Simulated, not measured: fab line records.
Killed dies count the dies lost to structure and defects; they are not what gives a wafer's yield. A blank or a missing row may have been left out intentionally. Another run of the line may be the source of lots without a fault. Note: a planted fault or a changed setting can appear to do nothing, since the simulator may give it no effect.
fab line records	flow n5_finfet
record lots=5	wafers=15	last_day=16
route steps=1938 shown BEOL_M13@1694
lots that met no fault: from a run of the same line without faults
start_h: start of the lot's first displayed wafer, in hours after the record's first day	wait_h: hours from the lot's prior step to this one	" as in the row above	L1.1+2: several wafers, shown together as one row	- no value, or no start was given	* or withheld: withheld	< > ~ a bound
route shown NAME@n: a module of which the file shows steps, and the number in the route of the first	usual: mean and standard deviation over wafers with no fault	same: alike in all rows	chamber/n: place in a boat	sites: the reading at each site	_std_site: the values' standard deviation	_edge_site: inner sites' mean taken away from outer sites' mean	radius_mm: how far each site lies from the wafer's centre	mask NAME#n: copy n	behind: the tool/chamber that last shaped the wafer	hold: why the lot was held/for how many hours/how that ended	device: whichever transistor did not switch (one of n, p or np)	end of line: the tests these same wafers got at the end of their route	where a step has no rows: the recipe by itself	killed: count of dies lost to structure and defects at first sort (not the wafer's yield)	map: per-die view of a wafer (x killed, . not killed, _ where there is no die)
set.NAME: the run value of the setting; set.NAME@STEP: its run value at that earlier step	model.NAME: the simulator's own value behind a step, which no gauge read
lots at selected steps of the route; one table per step, one row per wafer
services: a tool's chamber out of use, with start hour (start_h, from the record's first day; less than 0 if before it), hours out, and reason
## steps
# step N5_BEOL_M13_ETCH_68
# recipe chemistry=N2/H2	target=SOC	mask_material=SiARC	source_w=3000	bias_w=350	temp_c=40	time_s=355	ion_energy_ev=200	pressure_mtorr=30	n2_flow_sccm=200	h2_flow_sccm=200
# usual bias_w=349.9/0.99	chamber_pressure_mTorr=30.000/0.03	drypump_motor_current_A=5.8/0.39	oes_product_au=0.79/0.067	rf_vpp_V=524.5/2.6	showerhead_plenum_p_Torr=2.56/0.09	throttle_valve_pct=17.72/0.2
lot.wafer	tool	chamber	start_h	wait_h	bias_w	chamber_pressure_mTorr	drypump_motor_current_A	oes_product_au	rf_hours_counter_h	rf_vpp_V	showerhead_plenum_p_Torr	throttle_valve_pct
L927.3	rie_diel-04	2	247.13	0.1	349.9	29.996	5.6	0.88	33	528.1	2.69	17.31
L927.4	"	3	"	"	349.4	29.992	5.7	0.91	19	527.4	2.69	17.45
L927.6	"	1	"	"	349.1	30.061	5.9	0.83	-	527.9	2.69	17.81
L926.1	rie_diel-04	1	254.17	0.1	348.5	29.958	5.9	0.83	73	529.0	2.68	17.79
L926.5	"	3	"	"	350.1	30.029	5.7	0.90	-	528.2	2.69	17.45
L926.6	"	1	"	"	350.7	29.986	5.9	0.82	-	527.4	2.68	17.79
L930.2	rie_diel-01	0	277.42	0.1	351.9	29.990	6.1	0.71	213	525.6	2.62	17.79
L930.3	"	1	"	"	350.2	30.017	6.3	0.80	97	520.1	2.46	17.64
L930.6	"	3	"	"	349.0	29.958	6.0	0.75	-	524.6	2.52	17.58
L942.1	rie_diel-01	2	328.20	0.1	350.6	29.968	5.1	0.77	153	520.5	2.43	17.88
L942.4	"	3	"	"	350.5	29.971	6.0	0.74	199	524.4	2.52	17.61
L942.5	"	1	"	"	350.8	30.000	6.3	0.79	-	521.8	2.46	17.67
L945.3	rie_diel-04	1	360.63	0.1	348.2	29.908	5.8	0.78	107	528.0	2.67	17.86
L945.5	"	3	"	"	350.0	30.025	5.7	0.83	-	528.1	2.67	17.52
L945.6	"	2	"	"	350.3	29.997	5.6	0.83	-	528.7	2.68	17.36
# step N5_BEOL_M13_STRIP_69
# recipe chemistry=N2/H2	temp_c=40	n2_flow_sccm=200	h2_flow_sccm=200	rf_frequency_hz=6e+07
# step N5_BEOL_M13_TRENCH_ETCH_34
# recipe chemistry=C4F8/O2/Ar	target=SiOC	target_depth_a=4134.7	mask_material=SOC	pressure_mtorr=30	source_w=3000	bias_w=700	Ar_flow_sccm=400	C4F8_flow_sccm=15	O2_flow_sccm=8	he_inner_torr=15	he_outer_torr=30	time_s=162.6	ion_energy_ev=250
# usual bias_w=699.6/2.1	chamber_pressure_mTorr=29.999/0.026	drypump_motor_current_A=5.8/0.39	oes_product_au=0.79/0.067	rf_vpp_V=666/3.3	showerhead_plenum_p_Torr=3.44/0.1	throttle_valve_pct=24.16/0.18
lot.wafer	tool	chamber	start_h	wait_h	bias_w	chamber_pressure_mTorr	drypump_motor_current_A	oes_product_au	rf_hours_counter_h	rf_vpp_V	showerhead_plenum_p_Torr	throttle_valve_pct
L927.3	rie_diel-04	2	247.35	0.0	700.2	30.009	5.6	0.88	33	671	3.62	23.88
L927.4	"	3	"	"	702.2	29.935	5.7	0.91	19	671	3.61	23.99
L927.6	"	1	"	"	703.5	30.006	5.9	0.84	-	672	3.59	24.23
L926.1	rie_diel-04	1	254.40	0.0	699.4	30.000	5.9	0.82	73	671	3.58	24.21
L926.5	"	3	"	"	698.6	29.990	5.7	0.91	-	672	3.61	24.00
L926.6	"	1	"	"	701.8	30.047	5.9	0.81	-	670	3.58	24.24
L930.2	rie_diel-01	0	277.64	0.0	699.7	30.027	6.1	0.71	213	669	3.50	24.07
L930.3	"	1	"	"	699.1	29.994	6.3	0.81	97	662	3.32	24.02
L930.6	"	3	"	"	700.3	29.973	6.0	0.75	-	663	3.42	24.19
L942.1	rie_diel-01	2	328.42	0.0	698.9	29.995	5.1	0.76	153	663	3.31	24.43
L942.4	"	3	"	"	697.7	29.950	6.0	0.75	199	666	3.42	24.21
L942.5	"	1	"	"	696.1	30.012	6.3	0.79	-	661	3.32	24.03
L945.3	rie_diel-04	1	360.85	0.0	694.1	29.975	5.8	0.78	108	670	3.56	24.28
L945.5	"	3	"	"	700.3	29.981	5.7	0.85	-	671	3.59	24.07
L945.6	"	2	"	"	701.7	29.971	5.6	0.84	-	671	3.60	23.92
# step N5_BEOL_M13_STRIP_70
# recipe chemistry=C4F8/O2/Ar	resist=SiARC	rf_frequency_hz=6e+07
# step N5_BEOL_M13_OCD_MEAS_35
# usual trench_depth_nm=416/5.5
lot.wafer	tool	chamber	start_h	wait_h	trench_depth_nm
L927.3	ocd-02	-	247.53	0.0	427
L927.4	"	-	"	"	431
L927.6	"	-	"	"	420
L926.1	ocd-02	-	254.57	0.0	412
L926.5	"	-	"	"	430
L926.6	"	-	"	"	409
L930.2	ocd-02	-	277.82	0.0	413
L930.3	"	-	"	"	421
L930.6	"	-	"	"	414
L942.1	ocd-01	-	328.59	0.0	412
L942.4	"	-	"	"	414
L942.5	"	-	"	"	415
L945.3	ocd-02	-	361.03	0.0	414
L945.5	"	-	"	"	429
L945.6	"	-	"	"	423
# step N5_BEOL_M13_STRIP_37
# recipe chemistry=N2/H2	power_w=1000	temp_c=250	h2_frac=0.65	overash_fraction=0.3	pressure_mtorr=withheld	n2_flow_sccm=1750	h2_flow_sccm=3250
# step N5_BEOL_M13_ETCH_38
# recipe chemistry=CF4/N2	target=SiCN	target_depth_a=675	taper_deg=2	time_s=71.9	ion_energy_ev=150	mask_material=SiO2	pressure_mtorr=40	source_w=430	bias_w=70	Ar_flow_sccm=100	cf4_flow_sccm=60	n2_flow_sccm=60
# usual bias_w=69.97/0.19	chamber_pressure_mTorr=40.00/0.037	drypump_motor_current_A=5.8/0.4	oes_product_au=0.79/0.064	rf_vpp_V=382.9/2.1	showerhead_plenum_p_Torr=2.24/0.074	throttle_valve_pct=15.40/0.17
lot.wafer	tool	chamber	start_h	wait_h	bias_w	chamber_pressure_mTorr	drypump_motor_current_A	oes_product_au	rf_hours_counter_h	rf_vpp_V	showerhead_plenum_p_Torr	throttle_valve_pct
L927.3	rie_diel-01	1	247.85	-	69.79	40.00	6.3	0.81	87	380.2	2.15	15.22
L927.4	"	3	"	"	69.91	39.97	6.0	0.75	-	381.5	2.21	15.43
L927.6	"	2	"	"	69.89	40.08	5.2	0.78	-	379.5	2.13	15.54
L926.1	rie_diel-04	1	254.79	-	69.69	40.06	5.8	0.84	73	384.7	2.33	15.45
L926.5	"	0	"	"	70.16	40.02	5.1	0.75	-	381.9	2.19	15.40
L926.6	"	1	"	"	69.83	39.99	5.9	0.84	-	385.5	2.33	15.46
L930.2	rie_diel-04	3	277.98	-	69.97	40.00	5.7	0.88	30	384.9	2.33	15.17
L930.3	"	1	"	"	69.67	39.99	5.8	0.83	81	386.4	2.32	15.46
L930.6	"	2	"	"	70.00	40.02	5.6	0.88	-	386.9	2.34	15.12
L942.1	rie_diel-04	0	329.66	-	70.18	40.01	5.1	0.73	201	382.9	2.18	15.46
L942.4	"	1	"	"	70.08	40.09	5.9	0.82	95	385.3	2.32	15.51
L942.5	"	1	"	"	69.91	39.99	5.9	0.82	-	385.3	2.32	15.48
L945.3	rie_diel-05	0	361.15	-	69.80	40.05	5.9	0.81	68	383.7	2.24	15.40
L945.5	"	2	"	"	70.01	40.02	5.3	0.74	-	383.9	2.20	15.71
L945.6	"	1	"	"	69.72	39.95	6.1	0.74	-	378.9	2.13	15.64
# step N5_BEOL_M13_PRECLEAN_39
# recipe chemistry=residue_remover	time_s=60	temp_c=40
# step N5_BEOL_M13_SRD_40
# recipe time_s=30	temp_c=23	rinse_liquid=diw	dry=n2_spin	spin_rpm=1500	dry_time_s=30
# step N5_BEOL_M13_DEGAS_41
# recipe ambient=vacuum	temp_c=250	time_s=60
# usual heater_power_w=324/38
lot.wafer	tool	chamber	start_h	wait_h	heater_power_w
L927.3	pvd_sputter-02	-	248.19	0.2	354
L927.4	"	-	"	"	287
L927.6	"	-	"	"	351
L926.1	pvd_sputter-03	-	255.28	0.3	377
L926.5	"	-	"	"	347
L926.6	"	-	"	"	275
L930.2	pvd_sputter-03	-	278.24	0.1	343
L930.3	"	-	"	"	280
L930.6	"	-	"	"	276
L942.1	pvd_sputter-01	-	330.25	0.4	322
L942.4	"	-	"	"	343
L942.5	"	-	"	"	340
L945.3	pvd_sputter-01	-	363.23	1.9	323
L945.5	"	-	"	"	324
L945.6	"	-	"	"	323
# step N5_BEOL_M13_PRE_CLEAN_42
# recipe gas=H2/He	time_s=30	temp_c=250
# usual heater_power_w=323/38
lot.wafer	tool	chamber	start_h	wait_h	heater_power_w
L927.3	pvd_sputter-02	-	248.23	0.0	349
L927.4	"	-	"	"	284
L927.6	"	-	"	"	355
L926.1	pvd_sputter-03	-	255.32	0.0	376
L926.5	"	-	"	"	339
L926.6	"	-	"	"	276
L930.2	pvd_sputter-03	-	278.28	0.0	349
L930.3	"	-	"	"	273
L930.6	"	-	"	"	272
L942.1	pvd_sputter-01	-	330.29	0.0	324
L942.4	"	-	"	"	348
L942.5	"	-	"	"	348
L945.3	pvd_sputter-01	-	363.27	0.0	324
L945.5	"	-	"	"	320
L945.6	"	-	"	"	324
# step N5_BEOL_M13_SPUTTER_43
# recipe material=TaN	target_thk_a=150	temp_c=50	bias_v=168.6	power_w=15000	chamber_pressure_pa=0.12	time_s=24.19
# step N5_BEOL_M13_SPUTTER_44
# recipe material=Ta	target_thk_a=100	temp_c=50	bias_v=80	power_w=15000	chamber_pressure_pa=0.07	time_s=16.13
# usual throttle_valve_pct=30.1/0.65
lot.wafer	tool	chamber	start_h	wait_h	throttle_valve_pct	model.Ta_of_BEOL_M13_SPUTTER_44.thk_nm
L927.3	pvd_sputter-02	-	248.35	0.0	30.2	9.8
L927.4	"	-	"	"	30.7	9.6
L927.6	"	-	"	"	30.2	10
L926.1	pvd_sputter-03	-	255.44	0.0	30.5	10
L926.5	"	-	"	"	28.7	10
L926.6	"	-	"	"	30.6	10
L930.2	pvd_sputter-03	-	278.40	0.0	28.9	7.6
L930.3	"	-	"	"	30.0	10.2
L930.6	"	-	"	"	30.8	10.2
L942.1	pvd_sputter-01	-	330.41	0.0	30.4	10
L942.4	"	-	"	"	30.1	10
L942.5	"	-	"	"	29.6	10
L945.3	pvd_sputter-01	-	363.39	0.0	30.6	10.2
L945.5	"	-	"	"	29.4	10.2
L945.6	"	-	"	"	30.3	10.2
# step N5_BEOL_M13_SPUTTER_45
# recipe material=Cu	target_thk_a=800	temp_c=-20	bias_v=60	power_w=26000	chamber_pressure_pa=0.13	time_s=13.33
## services
tool	chamber	start_h	hours	kind
rie_diel-04	2	233.69	4.1	repair
rie_diel-04	2	252.40	19.3	repair
rie_diel-05	3	276.30	-	clean
rie_diel-05	3	276.30	-	consumable_replace:focus_ring
rie_diel-05	3	276.30	31.9	scheduled_down
rie_diel-05	3	276.30	31.9	vent_cycle
rie_diel-01	2	332.04	7.0	repair
rie_diel-04	0	346.38	11.2	repair
## key
first_sign none at tools or gauges
model_effect step=N5_BEOL_M13_SPUTTER_44	value=Ta_of_BEOL_M13_SPUTTER_44.thk_nm	without=10.2	struck=7.6
met_at N5_BEOL_M13_SPUTTER_44
struck_wafers L930.2
onset_between 255.44 278.40
fault kind=process_parameter_drift	tool=pvd_sputter-03	chamber=-	onset_h=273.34	steps=N5_BEOL_M13_SPUTTER_44	channel=time_s	offset=*	shape=step	end_h=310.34	scope=struck_wafers_only	acts_in=*	stated=*
